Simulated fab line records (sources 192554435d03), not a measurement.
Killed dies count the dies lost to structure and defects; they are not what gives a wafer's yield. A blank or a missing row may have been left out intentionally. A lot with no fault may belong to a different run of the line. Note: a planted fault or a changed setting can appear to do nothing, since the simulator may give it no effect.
Comparing a struck lot with a sound one    flow n5-finfet    40 steps out of a route of 1938
Sound: wafers L392.2, L392.4, L392.6. Struck: wafer L387.5. (L387.1, L387.6 of the same lot were not struck and are left out.) The cause comes at the end.
Order at every step that has rows: each side's tool, ch and its chambers, its first start. Under that, the readings that differ: sound wafers    struck wafers    difference of the means    sigmas: that difference in standard deviations of wafers without a fault.
alike: same words and numbers on both sides, and readings whose means sit less than 2 such deviations apart. not compared: any withheld reading, any reading some wafer has no value for, any bound like >300 that may hide the same value, and any number with overlapping values for which the record gives no deviation.
A row with sigmas, a row that says differs or no value, or rows on one side alone: a step with any of these is where the two part. Non-overlapping numbers with no deviation appear without sigmas and do not part them. A reading missing from all wafers of one side parts the sides only when that side holds two or more wafers.

first, 10 steps without rows for these wafers: N5_HKMG_FIN_CMP_23 (polishes, stops on SiNx, t overpolish 10 s, target thk 46.326 nm); N5_HKMG_FIN_CMP_94 (polishes, stops on SiNx, t overpolish 4.7 s, target thk 43.299 nm); N5_GATE_CUT_ETCHBACK_00 (etches W in SF6/Cl2); N5_GATE_CUT_ETCH_56 (etches TiN in Cl2/Ar, target depth 21.6 nm); N5_GATE_CUT_ETCHBACK_30 (etches TiN in Cl2/Ar, target depth 3 nm); N5_GATE_CUT_VAPOR_ETCH_60 (etches HfO2 in BCl3/Cl2); N5_GATE_CUT_ETCH_58 (etches SiNx in CH3F/O2, target depth 17 nm, time 128.6 s); N5_GATE_CUT_STRIP_59 (strips in N2/H2, time 20 s); N5_GATE_CUT_PRECLEAN_31 (cleans in DIW, time 300 s); N5_GATE_CUT_SRD_32 (time 30 s).
N5_GATE_CUT_SAC_CAP_01: material SiNx, target thk 24 nm, pulse time 1 s, ald cycles 480.
  sound on ald-sin-04 ch 0,1, day 10 00:43; struck on ald-sin-03 ch 2, day 9 00:10
reading                                        sound        struck  difference  sigmas
ald-cycles                                     480 480 480  728     +248        
model.SiNx_of_GATE_CUT_SAC_CAP_01.thk-nm (nm)  24 24.2 24   36.4    +12.3       
  alike: chamber-pressure-Torr, heater-power-w, precursor-pulse-height-rel
then, 21 steps without rows for these wafers: N5_GATE_CUT_PECVD_57 (deposits SiNx from SiH4/NH3/N2, target thk 21 nm); N5_GATE_CUT_CMP_02 (polishes, stops on SiO2, t overpolish 12.7 s, target thk 0 nm); N5_GATE_CUT_HM_DEP_46 (deposits SiO2 from TEOS/O2, target thk 130 nm, time 26.6 s); N5_GATE_CUT_COAT_34 (time 60 s, resist thk 60 nm); N5_GATE_CUT_COAT_35 (time 60 s, resist thk 10 nm); N5_GATE_CUT_COAT_27 (time 60 s, resist thk 10 nm); N5_GATE_CUT_COAT_07 (resist thk 30 nm); N5_GATE_CUT_EBR_09; N5_GATE_CUT_SOFTBAKE_08 (time 60 s); N5_GATE_CUT_EXPOSE_10 (exposes mask GATE CUT, target cd 20 nm); N5_GATE_CUT_PEB_11 (peb time 60 s); N5_GATE_CUT_DEVELOP_12 (develop time 30 s); N5_GATE_CUT_DESCUM_18 (chemistry O2, time 7 s); N5_GATE_CUT_ETCH_28 (etches underlayer in N2/H2, target depth 13 nm, time 10.4 s); N5_GATE_CUT_ETCH_36 (etches SiARC in CF4, target depth 13 nm, time 21.7 s); N5_GATE_CUT_ETCH_37 (etches SOC in N2/H2, target depth 60 nm, overetch 12 nm, time 90 s); N5_GATE_CUT_STRIP_38 (strips in N2/H2); N5_GATE_CUT_STRIP_39 (strips in N2/H2); N5_GATE_CUT_HM_OPEN_40 (chemistry C4F6/O2, target SiO2, target depth 139 nm, time 85.1 s); N5_GATE_CUT_STRIP_41 (strips in CF4); N5_GATE_CUT_STRIP_42 (strips in O2).
N5_GATE_CUT_ETCH_19: etches SiNx in CH3F/O2, target depth 53.7 nm, time 76.7 s.
  sound on rie-diel-01 ch 0,3, day 10 04:03; struck on rie-diel-01 ch 0, day 9 02:34
reading                sound           struck  difference  sigmas
etch-rf-on-time-s (s)  78.1 76.9 76.6  60.5    -16.7       -12
  alike: chamber-pressure-mTorr, drypump-motor-current-A, oes-product-au, rf-vpp-V, showerhead-plenum-p-Torr, throttle-valve-pct
  not compared: rf-hours-counter-h
then, 3 steps without rows for these wafers: N5_GATE_CUT_CUT_ETCH_53 (etches W in SF6/Cl2, target depth 79.2 nm); N5_GATE_CUT_CUT_ETCH_54 (etches TiN in Cl2/BCl3, target depth 96.7 nm); N5_GATE_CUT_CUT_ETCH_55 (etches HfO2 in BCl3, target depth 3.2 nm).
N5_MOL_CONTACT_COAG_CMP_28: polishes, stops on SiNx, t overpolish 0.85 s, target thk 14.522 nm.
  sound on cmp-04 ch 1,2, day 10 17:59; struck on cmp-01 ch 0, day 9 15:02
reading                                        sound     struck  difference  sigmas
model.SiNx_of_GATE_CUT_SAC_CAP_01.thk-nm (nm)  18 18 18  27.2    +9.2        
  alike: head-pressure-psi, motor-current-A, time-to-endpoint-s
  not compared: pad-life-wafers
N5_MOL_CONTACT_COAG_THK_MEAS_29:
  sound: film-metro-02 at day 10 18:15; struck: film-metro-02 at day 9 15:18
reading          sound              struck  difference  sigmas
MD_CAP_THK (nm)  17.93 18.02 17.88  27.09   +9.15       +99 or more
N5_MOL_CONTACT_COAG_ETCH_47: etches SiNx in CH3F/O2, stops on W, target depth 27 nm.
  sound on rie-diel-02 ch 0,1, day 10 21:35; struck on rie-diel-03 ch 2, day 9 17:25
reading                                       sound              struck  difference  sigmas
etch-rf-on-time-s (s)                         31.1 31.5 31.1     47.2    +16.0       +33
model.etch.t-clear-s (s)                      25.93 26.26 25.93  39.3    +13.3       
model.MOL_CONTACT_COAG.feature-depth-nm (nm)  18.6 18.6 18.4     28      +9          
model.etch.depth-nm (nm)                      17.93 18.03 17.91  27.14   +9.18       
  alike: chamber-pressure-mTorr, drypump-motor-current-A, oes-product-au, rf-vpp-V, showerhead-plenum-p-Torr, throttle-valve-pct
  not compared: rf-hours-counter-h
-- the record jumps here: 8 days lie between the struck wafers' starts before and after (it left off in module MOL_CONTACT_COAG and takes up again in module PASSIVATION, whose first step shown is number 1936 of the route) --
N5_PASSIVATION_PROBE_49:
  sound: prober-02 at day 18 18:07; struck: prober-01 at day 17 05:35
  alike: killed_at_M0_to_M3, killed_at_M4_up, killed-at-contacts, killed-at-front-end, killed-at-other, killed-dies, killed-open, killed-short

## WHERE THEY PART
First at N5_GATE_CUT_ETCH_19; last, within this record, at N5_MOL_CONTACT_COAG_ETCH_47. Later steps at which nothing parts them and some readings are alike: N5_PASSIVATION_PROBE_49.

WHY: what had been put in by the simulator
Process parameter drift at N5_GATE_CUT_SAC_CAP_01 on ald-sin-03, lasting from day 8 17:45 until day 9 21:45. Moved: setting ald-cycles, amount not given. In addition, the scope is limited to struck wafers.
